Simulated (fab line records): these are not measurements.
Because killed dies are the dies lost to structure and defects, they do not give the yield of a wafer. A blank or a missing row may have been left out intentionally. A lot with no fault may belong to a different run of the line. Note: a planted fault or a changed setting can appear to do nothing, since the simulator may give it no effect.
Matching of chambers -- flow n5_finfet -- N5_BEOL_M2_CO_CAP_55 on cvd_co-02: 3 sister chambers
The step material Co, precursor CCTBA/H2, target thk 2 nm, time 102.1 s. 6 wafers are shown with their chamber, then 7 later ones without.

== WAFERS WITH THEIR CHAMBER ==
wafer,chamber,heater_power_w (W)
L993.1,0,266
L997.4,0,260
L106.1,1,225
L106.5,2,272
L103.1,2,275
L103.2,1,222

== WAFERS WITH NO CHAMBER GIVEN ==
wafer,heater_power_w (W)
L103.3,278
L109.4,276
L109.5,226
L109.6,270
L996.1,230
L996.3,274
L996.6,278

== CHAMBER TAKEN BY EACH ==
wafer,from the rows above,in truth
L103.3,2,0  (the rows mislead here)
L109.4,2,2
L109.5,1,1
L109.6,can't be placed: 2 or 0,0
L996.1,1,1
L996.3,2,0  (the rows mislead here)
L996.6,2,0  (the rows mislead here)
Correct placement for 3 of the 7. From these rows, 1 cannot be placed; in 1 the true chamber is one of the candidates. Number placed wrongly: 3.
How it was worked out, from the rows above alone: a wafer's distance from a chamber is the root of the sum, over the readings, of the square of ((its reading less the chamber's mean) divided by the reading's scatter). The wafer belongs to the nearest chamber; if the next one is less than 2 further off, it can't be placed. A chamber's mean is the mean of its shown wafers. The scatter: the root of (the sum of the squares of (reading less its chamber's mean) over the shown wafers, divided by (wafers less chambers)).
